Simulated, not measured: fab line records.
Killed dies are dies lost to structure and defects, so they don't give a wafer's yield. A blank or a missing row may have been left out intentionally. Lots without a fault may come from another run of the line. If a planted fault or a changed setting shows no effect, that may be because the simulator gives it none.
fab line records	flow n5-finfet
record: lots: 8	wafers: 24	last-day: 18
route steps=1938 shown HKMG_FIN@437 BEOL_M4@1111 PASSIVATION@1936
lots that met no fault: from a run of the same line without faults
start-h: the number of hours between the record's first day and the start of the first shown wafer of the lot	wait-h: how many hours have passed since the lot's step before this one	" as in the row above	L1.1+2: a single row standing in for several wafers	- no value present, or no start provided	* or withheld: withheld	< > ~ a bound
route shown NAME@n: names a module that has steps shown in the file, with the first one's number in the route	usual: mean/standard deviation taken from wafers without a fault	same: alike in all rows	chamber/n: place in a boat	sites: the reading at each site	_std_site: how widely they spread, as a standard deviation	_edge_site: outer sites' mean less inner sites'	radius-mm: how far each site lies from the wafer's centre	mask NAME#n: copy n	behind: the last tool/chamber to shape the wafer	hold: what put the lot on hold/how long, in hours/how the hold closed	device: transistor that didn't switch, given as n, p or np	end of line: at the end of the route, the tests of the same wafers	where a step has no rows: the recipe by itself	killed: the dies lost at the first sort to structure and to defects; this is not the yield of the wafer	map: a wafer's dies, x killed, . not, _ none there
set.NAME: the setting the step ran with; set.NAME@STEP: the setting that earlier step ran with	model.NAME: the simulator's own value behind a step, which no gauge read
route steps across a sampled set of lots; one table per step, one row per wafer
services: a tool's chamber out of use, with start hour (start-h, from the record's first day; less than 0 if before it), hours out, and reason
== steps ==
step: N5_HKMG_FIN_STRIP_34
recipe: chemistry: CF4	resist: SiARC	power-w: 300	bias-power-w: 75	pressure-mtorr: 50	cf4-flow-sccm: 150	rf-frequency-hz: 6e+07
usual: drypump-motor-current-A: 6.0/0.37	oes-product-au: 0.77/0.084	rf-fwd-power-W: 294.4/1.8	rf-vpp-V: 271.1/1.3	showerhead-plenum-p-Torr: 1.79/0.047	throttle-valve-pct: 13.7/0.32
lot.wafer	tool	chamber	start-h	wait-h	drypump-motor-current-A	oes-product-au	rf-fwd-power-W	rf-hours-counter-h	rf-vpp-V	showerhead-plenum-p-Torr	throttle-valve-pct
L967.2	rie-diel-05	0	87.77	0.0	6.0	0.87	292.6	40	268.8	1.75	13.2
L967.4	"	3	"	"	6.2	0.72	292.8	179	272.7	1.86	14.0
L967.6	"	1	"	"	6.2	0.71	-	-	271.3	1.77	13.9
L971.2	rie-diel-05	1	108.73	0.0	6.3	0.70	-	226	271.0	1.76	13.9
L971.3	"	2	"	"	6.3	0.83	296.5	55	270.5	1.76	13.3
L971.4	"	3	"	"	6.2	0.72	292.6	186	272.2	1.86	13.9
L976.2	rie-diel-03	0	142.75	0.0	5.7	0.86	297.0	52	272.0	1.83	13.7
L976.3	"	3	"	"	6.3	0.81	292.7	93	271.2	1.81	13.4
L976.4	"	3	"	"	6.3	0.82	292.1	-	270.2	1.81	13.4
L979.1	rie-diel-03	1	159.27	0.0	6.5	0.94	293.3	5	270.1	1.76	13.6
L979.3	"	2	"	"	5.4	0.69	294.4	220	271.7	1.85	14.2
L979.5	"	2	"	"	5.5	0.69	295.9	-	273.1	1.85	14.2
L981.2	rie-diel-04	1	170.86	0.0	6.0	0.69	296.6	186	270.1	1.79	13.7
L981.3	"	3	"	"	6.3	0.68	-	247	268.3	1.70	14.1
L981.4	"	3	"	"	6.4	0.68	-	-	268.8	1.70	14.1
L982.2	rie-diel-05	2	179.08	0.0	6.3	0.80	293.2	79	268.4	1.75	13.3
L982.3	"	3	"	"	6.2	0.71	292.8	210	273.8	1.85	14.0
L982.5	"	3	"	"	6.2	0.71	292.9	-	272.3	1.85	14.0
L987.1	rie-diel-05	2	208.71	0.0	6.3	0.79	295.9	94	271.0	1.75	13.4
L987.3	"	1	"	"	6.2	0.91	293.5	5	268.8	1.76	13.4
L987.5	"	2	"	"	6.3	0.78	294.7	-	270.5	1.75	13.4
L988.2	rie-diel-04	3	212.14	0.0	6.3	0.95	294.6	3	274.4	1.91	13.5
L988.3	"	1	"	"	6.0	0.69	294.8	204	270.2	1.79	13.7
L988.5	"	0	"	"	5.4	0.94	294.5	-	272.8	1.83	13.2
step: N5_HKMG_FIN_ALD_91
recipe: material: TiN	target-thk-a: 10	temp-c: 400	ald-precursor-family: TiCl4	ald-co-reactant: NH3	pulse-time-s: 1	purge-time-s: 3	co-reactant-purge-time-s: 2	co-reactant-pulse-time-s: 2	ald-cycles: 47	pressure-torr: 3
usual: ald-cycles: 47/0	heater-power-outer-w: 565/62	heater-power-w: 904/77	precursor-pulse-height-rel: 1.000/0.018
same: purge-time-s: 3
lot.wafer	tool	chamber	start-h	wait-h	ald-cycles	heater-power-outer-w	heater-power-w	precursor-pulse-height-rel
L967.2	ald-metal-03	3	88.47	0.3	47	516	827	1.014
L967.4	"	0	"	"	47	509	831	1.012
L967.6	"	2	"	"	47	479	807	1.029
L971.2	ald-metal-03	1	109.46	0.3	35	636	1045	1.011
L971.3	"	0	"	"	47	496	817	0.988
L971.4	"	2	"	"	47	466	815	1.016
L976.2	ald-metal-03	1	143.45	0.3	35	638	1043	1.003
L976.3	"	3	"	"	47	502	836	0.993
L976.4	"	1	"	"	35	633	1027	1.017
L979.1	ald-metal-01	3	159.97	0.3	47	658	962	0.987
L979.3	"	1	"	"	47	669	996	0.983
L979.5	"	2	"	"	47	550	908	0.995
L981.2	ald-metal-01	1	171.56	0.3	47	675	1001	1.024
L981.3	"	3	"	"	47	655	989	1.001
L981.4	"	2	"	"	47	558	904	0.973
L982.2	ald-metal-01	0	179.87	0.3	47	553	868	0.993
L982.3	"	1	"	"	47	681	1033	0.993
L982.5	"	1	"	"	47	661	1010	1.001
L987.1	ald-metal-02	0	209.41	0.3	47	533	848	0.972
L987.3	"	2	"	"	47	502	819	1.000
L987.5	"	1	"	"	47	543	886	1.018
L988.2	ald-metal-02	2	212.84	0.3	47	495	831	1.015
L988.3	"	3	"	"	47	583	936	0.984
L988.5	"	2	"	"	47	496	796	1.010
step: N5_HKMG_FIN_STRIP_88
recipe: chemistry: N2/H2	power-w: 2500	temp-c: 300	h2-frac: 0.65	time-s: 360	pressure-mtorr: withheld	n2-flow-sccm: 1750	h2-flow-sccm: 3250
usual: drypump-motor-current-A: 5.57/0.18	heater-power-w: 488/42
lot.wafer	tool	chamber	start-h	wait-h	drypump-motor-current-A	heater-power-w	rf-hours-counter-h
L967.2	plasma-asher-02	0	89.06	0.0	5.39	475	41
L967.4	"	0	"	"	5.37	490	-
L967.6	"	1	"	"	5.72	473	-
L971.2	plasma-asher-02	1	110.05	0.0	5.76	470	46
L971.3	"	0	"	"	5.39	484	-
L971.4	"	1	"	"	5.75	471	-
L976.2	plasma-asher-02	1	144.05	0.0	5.76	471	52
L976.3	"	1	"	"	5.74	458	-
L976.4	"	0	"	"	5.37	472	-
L979.1	plasma-asher-01	0	160.58	0.0	5.41	436	107
L979.3	"	0	"	"	5.40	441	-
L979.5	"	0	"	"	5.37	443	-
L981.2	plasma-asher-01	0	172.28	0.0	5.37	443	109
L981.3	"	1	"	"	5.75	554	-
L981.4	"	0	"	"	5.42	459	-
L982.2	plasma-asher-01	0	180.45	0.0	5.38	450	111
L982.3	"	0	"	"	5.38	454	-
L982.5	"	0	"	"	5.41	447	-
L987.1	plasma-asher-02	1	210.03	0.0	5.76	476	65
L987.3	"	1	"	"	5.76	475	-
L987.5	"	1	"	"	5.74	473	-
L988.2	plasma-asher-02	1	213.44	0.0	5.73	476	66
L988.3	"	0	"	"	5.37	470	-
L988.5	"	0	"	"	5.39	468	-
step: N5_HKMG_FIN_STRIP_69
recipe: chemistry: N2/H2	power-w: 2500	temp-c: 300	h2-frac: 0.65	time-s: 360	pressure-mtorr: withheld	n2-flow-sccm: 1750	h2-flow-sccm: 3250
usual: drypump-motor-current-A: 5.57/0.18	heater-power-w: 489/43
lot.wafer	tool	chamber	start-h	wait-h	drypump-motor-current-A	heater-power-w	rf-hours-counter-h
L967.2	plasma-asher-02	1	90.25	0.1	5.74	466	42
L967.4	"	0	"	"	5.37	471	-
L967.6	"	1	"	"	5.73	476	-
L971.2	plasma-asher-02	1	111.24	0.1	5.73	478	47
L971.3	"	0	"	"	5.37	488	-
L971.4	"	1	"	"	5.72	471	-
L976.2	plasma-asher-01	1	145.23	0.1	5.76	555	103
L976.3	"	1	"	"	5.78	557	-
L976.4	"	0	"	"	5.35	439	-
L979.1	plasma-asher-01	0	161.76	0.1	5.41	446	107
L979.3	"	0	"	"	5.46	440	-
L979.5	"	0	"	"	5.41	449	-
L981.2	plasma-asher-01	0	173.47	0.1	5.38	448	110
L981.3	"	0	"	"	5.42	447	-
L981.4	"	1	"	"	5.77	551	-
L982.2	plasma-asher-01	1	181.65	0.1	5.74	538	112
L982.3	"	1	"	"	5.74	539	-
L982.5	"	1	"	"	5.74	546	-
L987.1	plasma-asher-02	0	211.22	0.1	5.36	474	65
L987.3	"	0	"	"	5.37	482	-
L987.5	"	1	"	"	5.73	475	-
L988.2	plasma-asher-01	0	214.63	0.1	5.40	451	118
L988.3	"	1	"	"	5.74	547	-
L988.5	"	1	"	"	5.77	538	-
step: N5_BEOL_M4_RC_MEAS_101
usual: DIBL_N: 36.5/1.4	DIBL_P: 36.9/1.7	IOFF_N: 0.163/0.023	IOFF_N_85C: 3.2/0.37	IOFF_N_LIN: 0.075/0.0089	IOFF_N_LONG: 5.48e-05/2.1e-06	IOFF_P: 0.22/0.032	IOFF_P_LIN: 0.102/0.012	IOFF_P_LONG: 0.000104/8.6e-06	ION_N: 673/9	ION_P: 462/7.5	SS_N: 71.6/0.54	SS_P: 73.4/0.62	VT_N: 249.8/2.8	VT_N_LONG: 275.4/1.7	VT_N_LVT: 98.5/2.6	VT_P: -250/3.5	VT_P_LONG: -275.5/3	VT_P_LVT: -98.8/2.9
lot.wafer	tool	chamber	start-h	wait-h	DIBL_N[mV/V]	DIBL_P[mV/V]	IOFF_N[nA/um]	IOFF_N_85C[nA/um]	IOFF_N_LIN[nA/um]	IOFF_N_LONG[nA/um]	IOFF_P[nA/um]	IOFF_P_LIN[nA/um]	IOFF_P_LONG[nA/um]	ION_N[uA/um]	ION_P[uA/um]	SS_N[mV/dec]	SS_P[mV/dec]	VT_N[mV]	VT_N_LONG[mV]	VT_N_LVT[mV]	VT_P[mV]	VT_P_LONG[mV]	VT_P_LVT[mV]
L967.2	prober-02	0	182.56	0.2	36.8	36.5	0.161	3.1	0.076	5.87e-05	0.26	0.122	0.00012	684	479	71.6	73.5	249.2	276.9	98.9	-243	-269.9	-94.5
L967.4	"	0	"	"	37.5	36.5	0.173	3.4	0.081	5.83e-05	0.25	0.115	0.000112	680	475	72.0	73.7	247.9	273.2	97.0	-248	-272.3	-95.4
L967.6	"	0	"	"	38.1	37.9	0.186	3.6	0.086	5.94e-05	0.29	0.128	0.000118	689	482	71.9	73.7	245.9	274.0	97.1	-244	-271.4	-93.4
L971.2	prober-01	0	197.64	0.2	35.7	35.3	0.411	6.9	0.196	0.0001317	0.13	0.064	7.7e-05	731	444	71.3	73.8	222.1	245.6	71.3	-263	-287.0	-112.1
L971.3	"	0	"	"	37.9	38.6	0.182	3.5	0.083	5.15e-05	0.24	0.107	0.0001	680	464	71.5	74.6	247.2	277.7	97.7	-248	-274.9	-99.3
L971.4	"	0	"	"	37.6	37.6	0.172	3.3	0.080	5.25e-05	0.22	0.102	9.7e-05	689	470	71.0	74.1	249.3	275.8	98.5	-251	-273.5	-101.1
L976.2	prober-02	0	246.91	0.2	37.1	38.5	0.565	9.1	0.253	0.0001427	0.15	0.068	8.2e-05	749	443	71.3	74.1	214.5	242.7	64.3	-263	-286.9	-108.5
L976.3	"	0	"	"	36.3	37.9	0.174	3.4	0.077	5.49e-05	0.21	0.097	0.000101	664	456	72.3	73.2	247.0	274.8	96.6	-251	-277.3	-99.9
L976.4	"	0	"	"	36.3	36.7	0.494	8.2	0.225	0.000139	0.14	0.065	8.4e-05	734	435	72.1	73.7	218.1	245.2	66.4	-263	-284.7	-111.6
L979.1	prober-02	0	258.78	0.0	36.8	37.7	0.165	3.2	0.077	5.51e-05	0.23	0.108	0.00011	676	463	71.1	74.2	250.1	275.5	96.8	-249	-273.2	-95.2
L979.3	"	0	"	"	38.4	39.3	0.190	3.6	0.086	5.5e-05	0.27	0.121	0.000108	678	470	71.7	73.5	249.8	277.9	96.2	-246	-276.5	-93.2
L979.5	"	0	"	"	37.9	38.4	0.181	3.5	0.083	5.64e-05	0.25	0.111	0.000106	676	468	71.4	73.5	249.2	275.5	96.6	-249	-274.0	-95.2
L981.2	prober-02	0	272.90	0.2	38.2	39.0	0.202	3.8	0.090	5.56e-05	0.26	0.118	0.000113	680	470	71.1	73.4	245.6	277.3	94.1	-246	-274.4	-95.5
L981.3	"	0	"	"	35.8	36.5	0.160	3.1	0.073	5.55e-05	0.21	0.103	0.000108	660	454	71.4	72.9	248.4	277.0	98.4	-249	-273.8	-97.0
L981.4	"	0	"	"	35.6	35.4	0.148	2.9	0.070	5.7e-05	0.19	0.094	0.000108	676	460	71.3	73.3	250.4	273.9	98.7	-252	-274.0	-99.0
L982.2	prober-02	0	276.68	0.2	36.8	38.5	0.174	3.3	0.081	5.41e-05	0.21	0.098	9.8e-05	686	462	71.9	73.5	247.8	274.7	97.8	-251	-278.5	-98.9
L982.3	"	0	"	"	36.8	38.7	0.182	3.5	0.085	5.21e-05	0.24	0.107	0.0001	684	470	71.7	73.6	248.8	279.0	96.6	-248	-278.3	-97.0
L982.5	"	0	"	"	37.8	40.1	0.198	3.7	0.091	5.27e-05	0.25	0.114	0.0001	688	467	72.4	73.6	244.6	278.9	95.5	-246	-278.2	-96.4
L988.2	prober-02	0	303.82	0.2	37.3	36.0	0.184	3.5	0.084	5.79e-05	0.25	0.116	0.000119	675	464	71.8	73.7	246.7	272.7	96.9	-246	-272.1	-94.7
L988.3	"	0	"	"	38.3	37.0	0.213	4.0	0.089	5.74e-05	0.29	0.127	0.00012	673	460	71.7	74.9	245.4	275.2	94.9	-246	-272.3	-93.7
L988.5	"	0	"	"	37.7	35.6	0.183	3.5	0.082	5.86e-05	0.25	0.118	0.000121	673	462	72.7	74.1	249.9	272.6	97.1	-247	-272.5	-94.8
L987.1	prober-02	0	309.87	0.0	37.4	36.8	0.154	3.1	0.071	5.35e-05	0.21	0.101	0.000106	669	464	71.8	73.0	251.2	275.3	98.9	-249	-276.4	-98.7
L987.3	"	0	"	"	35.0	33.4	0.117	2.4	0.056	5.44e-05	0.16	0.084	0.000108	668	456	71.4	72.8	254.7	274.8	103.3	-253	-277.2	-102.9
L987.5	"	0	"	"	37.4	36.2	0.156	3.1	0.070	5.33e-05	0.20	0.098	0.000102	664	455	71.9	73.4	252.8	276.1	100.1	-249	-274.1	-99.1
step: N5_PASSIVATION_PROBE_49
usual: defect-limited-yield: 91.2/1.4	killed_at_M0_to_M3: 35/11	killed_at_M4_up: 12/4.2	killed-at-contacts: 13/5.6	killed-at-front-end: 40/12	killed-at-other: 3.3/2.6	killed-dies: 103/17	killed-on-rim: 14/4.5	killed-open: 68/12	killed-short: 34/7.6	sort_bin_4_leakage: 0/0	sort_bin_5_function: 5.1/0.95	sort_bin_6_memory: 3.3/0.68	sort_bin_8_speed: 0.00/0.007	sort-n-pass: 1077/17	sort-yield-pct: 91.2/1.4
same: gross-dies: 1180	killed-at-back-side: 0
lot.wafer	tool	chamber	start-h	wait-h	defect-limited-yield[%]	killed_at_M0_to_M3	killed_at_M4_up	killed-at-contacts	killed-at-front-end	killed-at-other	killed-dies	killed-on-rim	killed-open	killed-short	sort_bin_4_leakage[%]	sort_bin_5_function[%]	sort_bin_6_memory[%]	sort_bin_8_speed[%]	sort-n-pass	sort-yield-pct[%]
L967.2	prober-02	-	291.14	0.1	92.7	18	19	4	38	7	86	13	53	27	0	3.4	3.3	0	1094	92.7
L967.4	prober-02	-	291.24	0.2	91.4	30	12	15	38	6	101	16	73	28	0	5.6	2.8	0	1079	91.4
L967.6	prober-02	-	291.34	0.3	91.4	29	10	10	46	6	101	13	55	46	0	4.8	3.1	0	1079	91.4
L971.2	prober-01	-	309.96	0.1	82.0	25	10	16	158	3	212	65	65	29	19.92	5.1	2.9	0.08	732	62.0
L971.3	prober-01	-	310.01	0.1	89.9	26	15	8	69	1	119	11	67	52	0	5.8	4.2	0	1061	89.9
L971.4	prober-01	-	310.06	0.2	92.3	37	10	10	32	2	91	16	55	33	0	3.9	3.1	0	1089	92.3
L976.2	prober-01	-	351.15	0.1	89.0	54	12	4	55	5	130	31	88	40	71.10	6.6	4.4	0	211	17.9
L976.3	prober-01	-	351.20	0.1	91.4	36	7	7	43	9	102	12	69	33	0	5.6	2.7	0	1078	91.4
L976.4	prober-01	-	351.25	0.2	80.5	36	6	12	171	5	230	73	73	34	46.36	5.8	2.7	1.36	387	32.8
L979.1	prober-02	-	355.75	0.0	89.3	44	19	11	50	2	126	20	84	39	0	5.7	4.7	0	1054	89.3
L979.3	prober-02	-	355.85	0.1	90.1	38	7	12	55	5	117	21	80	35	0	6.0	3.6	0	1063	90.1
L979.5	prober-02	-	355.95	0.2	89.9	22	15	17	60	5	119	20	82	36	0	6.7	3.0	0	1061	89.9
L981.2	prober-02	-	374.79	0.1	90.2	58	5	18	33	2	116	20	75	38	0	5.3	3.9	0	1064	90.2
L981.3	prober-02	-	374.84	0.1	90.4	45	14	20	33	1	113	12	74	37	0	4.9	4.4	0	1067	90.4
L981.4	prober-02	-	374.89	0.2	90.3	59	13	12	29	2	115	18	74	37	0	6.0	3.0	0	1065	90.3
L982.2	prober-01	-	374.96	0.1	88.6	37	8	19	68	3	135	16	91	44	0	6.9	4.1	0	1045	88.6
L982.3	prober-01	-	375.01	0.1	88.1	50	14	5	68	4	141	16	98	42	0	6.4	5.3	0	1039	88.1
L982.5	prober-01	-	375.11	0.2	87.9	67	12	15	46	3	143	19	86	54	0	7.5	4.0	0	1037	87.9
L988.2	prober-02	-	426.90	0.1	92.2	13	11	7	60	1	92	11	62	29	0	5.1	2.5	0	1088	92.2
L988.3	prober-02	-	426.95	0.1	89.2	28	11	17	72	0	128	14	93	35	0	6.8	3.9	0	1052	89.2
L988.5	prober-02	-	427.05	0.2	89.3	39	11	14	61	1	126	20	91	35	0	6.5	4.0	0	1054	89.3
L987.1	prober-01	-	428.32	0.0	91.4	23	24	8	39	8	102	20	64	36	0	5.3	3.0	0	1078	91.4
L987.3	prober-01	-	428.42	0.1	89.5	42	17	12	45	8	124	10	74	49	0	5.9	4.2	0	1056	89.5
L987.5	prober-01	-	428.52	0.2	88.3	49	14	19	55	1	138	23	90	45	0	6.0	5.3	0	1042	88.3
killed by level:class
L967.2 BEOL_M4:geometric-particle:open=12 FIN_SAQP:geometric-particle:open=8 BEOL_M1:geometric-particle:open=6 HKMG_FIN:area-etch=6 STI_FIN_REVEAL:geometric-particle:open=4 GATE_CUT:geometric-particle:short=4 MOL_CONTACT_COAG:geometric-particle:open=4 BEOL_M1:geometric-particle:short=4
L967.4 BEOL_M2:geometric-particle:open=13 MOL_CONTACT_COAG:geometric-particle:open=11 FIN_SAQP:geometric-particle:open=8 BEOL_M4:geometric-particle:open=8 BEOL_M3:geometric-particle:open=7 FIN_SAQP:geometric-particle:short=6 BEOL_M1:geometric-particle:open=5 GATE_CUT:geometric-particle:short=4
L967.6 FIN_SAQP:geometric-particle:short=13 BEOL_M2:geometric-particle:open=10 GATE_CUT:geometric-particle:short=9 MOL_CONTACT_COAG:geometric-particle:open=7 GATE_CUT:geometric-particle:open=6 BEOL_M1:geometric-particle:short=6 BEOL_M0:geometric-particle:short=5 BEOL_M4:geometric-particle:open=5
L971.2 HKMG_FIN:area-ald=116 MOL_CONTACT_COAG:geometric-particle:open=13 FIN_SAQP:geometric-particle:open=10 BEOL_M3:geometric-particle:open=10 FIN_SAQP:geometric-particle:short=6 STI_FIN_REVEAL:geometric-particle:open=6 BEOL_M2:geometric-particle:open=5 GATE_CUT:geometric-particle:short=4
L971.3 FIN_SAQP:geometric-particle:short=20 FIN_SAQP:geometric-particle:open=16 BEOL_M0_SAQP:geometric-particle:open=10 STARTING-WAFER:geometric-particle:short=8 BEOL_M0_SAQP:geometric-particle:short=7 STARTING-WAFER:geometric-particle:open=7 MOL_CONTACT_COAG:geometric-particle:open=6 BEOL_M4:geometric-particle:open=5
L971.4 MOL_CONTACT_COAG:geometric-particle:open=10 BEOL_M0_SAQP:geometric-particle:short=9 BEOL_M4:geometric-particle:open=9 FIN_SAQP:geometric-particle:short=7 BEOL_M2:geometric-particle:open=6 BEOL_M3:geometric-particle:open=6 DUMMY_GATE:geometric-particle:open=5 BEOL_M1:geometric-particle:open=5
L976.2 FIN_SAQP:geometric-particle:short=16 BEOL_M0_SAQP:geometric-particle:open=15 BEOL_M2:geometric-particle:open=15 FIN_SAQP:geometric-particle:open=10 BEOL_M1:geometric-particle:open=9 STI_FIN_REVEAL:geometric-particle:open=7 BEOL_M0_SAQP:geometric-particle:short=5 DUMMY_GATE:geometric-particle:open=4
L976.3 FIN_SAQP:geometric-particle:open=12 STI_FIN_REVEAL:geometric-particle:open=9 BEOL_M0_SAQP:geometric-particle:open=9 BEOL_M2:geometric-particle:open=9 FIN_SAQP:geometric-particle:short=8 MIM_BOT:geometric-particle:open=6 MOL_CONTACT_COAG:geometric-particle:open=5 BEOL_M2:geometric-particle:short=5
L976.4 HKMG_FIN:area-ald=121 FIN_SAQP:geometric-particle:open=11 STI_FIN_REVEAL:geometric-particle:open=10 MOL_CONTACT_COAG:geometric-particle:open=9 FIN_SAQP:geometric-particle:short=8 BEOL_M2:geometric-particle:open=8 BEOL_M0:geometric-particle:open=7 GATE_CUT:geometric-particle:short=6
L979.1 FIN_SAQP:geometric-particle:open=13 BEOL_M0_SAQP:geometric-particle:open=12 BEOL_M1:geometric-particle:open=11 STI_FIN_REVEAL:geometric-particle:open=8 MOL_CONTACT_COAG:geometric-particle:open=8 BEOL_M0_SAQP:geometric-particle:short=6 FIN_CUT:geometric-particle:short=5 BEOL_M3:geometric-particle:open=5
L979.3 FIN_SAQP:geometric-particle:open=19 MOL_CONTACT_COAG:geometric-particle:open=11 FIN_SAQP:geometric-particle:short=9 BEOL_M1:geometric-particle:open=9 BEOL_M2:geometric-particle:open=8 GATE_CUT:geometric-particle:short=6 BEOL_M0_SAQP:geometric-particle:open=6 DUMMY_GATE:geometric-particle:open=5
L979.5 FIN_SAQP:geometric-particle:open=16 MOL_CONTACT_COAG:geometric-particle:open=14 FIN_SAQP:geometric-particle:short=10 STI_FIN_REVEAL:geometric-particle:open=8 BEOL_M0_SAQP:geometric-particle:open=8 GATE_CUT:geometric-particle:short=6 BEOL_M5:geometric-particle:open=5 ILD0:geometric-particle:open=4
L981.2 BEOL_M1:geometric-particle:open=17 MOL_CONTACT_COAG:geometric-particle:open=15 BEOL_M0_SAQP:geometric-particle:open=11 BEOL_M0:geometric-particle:short=8 BEOL_M0_SAQP:geometric-particle:short=7 STI_FIN_REVEAL:geometric-particle:open=6 GATE_CUT:geometric-particle:short=6 BEOL_M2:geometric-particle:open=6
L981.3 MOL_CONTACT_COAG:geometric-particle:open=17 BEOL_M0_SAQP:geometric-particle:open=16 BEOL_M0_SAQP:geometric-particle:short=13 BEOL_M1:geometric-particle:open=9 GATE_CUT:geometric-particle:short=7 BEOL_M6:geometric-particle:open=7 STI_FIN_REVEAL:geometric-particle:open=6 FIN_SAQP:geometric-particle:open=5
L981.4 BEOL_M0_SAQP:geometric-particle:short=17 BEOL_M0_SAQP:geometric-particle:open=16 BEOL_M1:geometric-particle:open=13 MOL_CONTACT_COAG:geometric-particle:open=8 STI_FIN_REVEAL:geometric-particle:open=5 BEOL_M1:geometric-particle:short=5 BEOL_M8:geometric-particle:open=5 DUMMY_GATE:geometric-particle:open=4
L982.2 STI_FIN_REVEAL:geometric-particle:open=22 FIN_SAQP:geometric-particle:short=15 MOL_CONTACT_COAG:geometric-particle:open=15 BEOL_M0_SAQP:geometric-particle:short=9 BEOL_M2:geometric-particle:open=9 BEOL_M0_SAQP:geometric-particle:open=8 ILD0:geometric-particle:short=5 ILD0:geometric-particle:open=5
L982.3 STI_FIN_REVEAL:geometric-particle:open=26 BEOL_M2:geometric-particle:open=15 BEOL_M0_SAQP:geometric-particle:open=10 STI_FIN_REVEAL:geometric-particle:short=9 FIN_SAQP:geometric-particle:short=8 BEOL_M0_SAQP:geometric-particle:short=7 BEOL_M4:geometric-particle:open=7 FIN_SAQP:geometric-particle:open=6
L982.5 BEOL_M2:geometric-particle:open=25 BEOL_M0_SAQP:geometric-particle:short=15 MOL_CONTACT_COAG:geometric-particle:open=12 FIN_SAQP:geometric-particle:short=11 STI_FIN_REVEAL:geometric-particle:open=11 BEOL_M1:geometric-particle:open=7 GATE_CUT:geometric-particle:short=6 BEOL_M0_SAQP:geometric-particle:open=5
L988.2 STI_FIN_REVEAL:geometric-particle:open=16 FIN_SAQP:geometric-particle:open=14 STI_FIN_REVEAL:geometric-particle:short=7 MOL_CONTACT_COAG:geometric-particle:open=7 FIN_SAQP:geometric-particle:short=6 GATE_CUT:geometric-particle:short=6 BEOL_M3:geometric-particle:open=4 STARTING-WAFER:geometric-particle:open=4
L988.3 STI_FIN_REVEAL:geometric-particle:open=30 FIN_SAQP:geometric-particle:open=16 MOL_CONTACT_COAG:geometric-particle:open=15 FIN_SAQP:geometric-particle:short=9 GATE_CUT:geometric-particle:short=6 BEOL_M0_SAQP:geometric-particle:open=6 BEOL_M1:geometric-particle:open=6 STI_FIN_REVEAL:geometric-particle:short=4
L988.5 STI_FIN_REVEAL:geometric-particle:open=31 MOL_CONTACT_COAG:geometric-particle:open=10 STI_FIN_REVEAL:geometric-particle:short=8 BEOL_M1:geometric-particle:open=8 BEOL_M3:geometric-particle:open=8 BEOL_M2:geometric-particle:open=7 FIN_SAQP:geometric-particle:open=6 BEOL_M0_SAQP:geometric-particle:short=6
L987.1 FIN_SAQP:geometric-particle:open=10 BEOL_M4:geometric-particle:short=9 BEOL_M3:geometric-particle:open=7 GATE_CUT:geometric-particle:short=6 MOL_CONTACT_COAG:geometric-particle:open=6 DUMMY_GATE:geometric-particle:open=5 FIN_SAQP:geometric-particle:short=4 STI_FIN_REVEAL:geometric-particle:open=4
L987.3 BEOL_M0_SAQP:geometric-particle:open=15 BEOL_M0_SAQP:geometric-particle:short=12 STI_FIN_REVEAL:geometric-particle:open=10 FIN_SAQP:geometric-particle:short=9 MOL_CONTACT_COAG:geometric-particle:open=9 GATE_CUT:geometric-particle:short=7 BEOL_M4:geometric-particle:short=6 FIN_SAQP:geometric-particle:open=5
L987.5 MOL_CONTACT_COAG:geometric-particle:open=16 STI_FIN_REVEAL:geometric-particle:open=13 FIN_SAQP:geometric-particle:open=10 BEOL_M2:geometric-particle:open=10 BEOL_M1:geometric-particle:open=9 BEOL_M0_SAQP:geometric-particle:open=8 FIN_SAQP:geometric-particle:short=7 GATE_CUT:geometric-particle:short=7
== services ==
tool	chamber	start-h	hours	kind
ald-metal-01	1	67.16	-	calibration
ald-metal-02	2	79.18	7.7	repair
ald-metal-02	1	83.73	5.2	repair
rie-diel-04	-	94.95	0.9	repair
ald-metal-01	0	107.44	20.9	repair
ald-metal-03	1	113.25	24.0	repair
ald-metal-03	2	116.12	4.3	repair
rie-diel-03	1	123.06	-	clean
rie-diel-03	1	123.06	-	consumable-replace:focus-ring
rie-diel-03	1	123.06	22.2	scheduled-down
rie-diel-03	1	123.06	22.2	vent-cycle
ald-metal-03	2	139.43	27.2	repair
ald-metal-02	-	148.37	1.7	repair
rie-diel-04	2	149.43	-	clean
rie-diel-04	2	149.43	-	consumable-replace:focus-ring
rie-diel-04	0	154.52	2.4	repair
rie-diel-04	0	161.59	5.3	repair
rie-diel-03	1	165.50	5.0	repair
rie-diel-05	1	177.38	-	clean
rie-diel-05	1	177.38	-	consumable-replace:focus-ring
rie-diel-05	1	177.38	21.6	scheduled-down
rie-diel-05	1	177.38	21.6	vent-cycle
ald-metal-01	-	202.06	2.8	pm
rie-diel-05	3	202.56	13.1	repair
== key ==
first-sign: step: N5_HKMG_FIN_ALD_91	reading: ald-cycles	direction: down	sigmas: 99+	usual: *	struck: *
effect: step: N5_BEOL_M4_RC_MEAS_101	reading: IOFF_N_LONG	direction: up	sigmas: 39	usual: 5.48e-05	struck: 0.0001378
effect: step: N5_BEOL_M4_RC_MEAS_101	reading: VT_N_LONG	direction: down	sigmas: 18	usual: 275.4	struck: 244.5
effect: step: N5_BEOL_M4_RC_MEAS_101	reading: IOFF_N_LIN	direction: up	sigmas: 17	usual: 0.075	struck: 0.225
effect: step: N5_BEOL_M4_RC_MEAS_101	reading: IOFF_N	direction: up	sigmas: 14	usual: 0.163	struck: 0.490
effect: step: N5_BEOL_M4_RC_MEAS_101	reading: IOFF_N_85C	direction: up	sigmas: 13	usual: 3.2	struck: 8.1
effect: step: N5_BEOL_M4_RC_MEAS_101	reading: VT_N_LVT	direction: down	sigmas: 12	usual: 98.5	struck: 67.3
effect: step: N5_BEOL_M4_RC_MEAS_101	reading: VT_N	direction: down	sigmas: 11	usual: 249.8	struck: 218.2
effect: step: N5_BEOL_M4_RC_MEAS_101	reading: ION_N	direction: up	sigmas: 7.1	usual: 673	struck: 738
effect: step: N5_BEOL_M4_RC_MEAS_101	reading: VT_P_LVT	direction: down	sigmas: 4.1	usual: -98.8	struck: -110.7
effect: step: N5_BEOL_M4_RC_MEAS_101	reading: VT_P	direction: down	sigmas: 3.7	usual: -250	struck: -263
effect: step: N5_BEOL_M4_RC_MEAS_101	reading: VT_P_LONG	direction: down	sigmas: 3.6	usual: -275.5	struck: -286.2
effect: step: N5_BEOL_M4_RC_MEAS_101	reading: IOFF_P_LIN	direction: down	sigmas: 3	usual: 0.102	struck: 0.066
effect: step: N5_PASSIVATION_PROBE_49	reading: sort_bin_4_leakage	direction: up	sigmas: 99+	usual: 0	struck: 45.79
more-kills-born-at: N5_HKMG_FIN_ALD_91@ald-metal-03: 237
met-at N5_HKMG_FIN_ALD_91
struck-lots L971,L976
struck-wafers L971.2,L976.2,L976.4
not-acting-at N5_HKMG_FIN_STRIP_34,N5_HKMG_FIN_STRIP_88,N5_HKMG_FIN_STRIP_69
fault: kind: process-parameter-drift	tool: ald-metal-03	chamber: 1	onset-h: 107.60	steps: N5_HKMG_FIN_ALD_91	channel: ald-cycles	offset: *	shape: step	end-h: 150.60	acts-in: *	stated: *
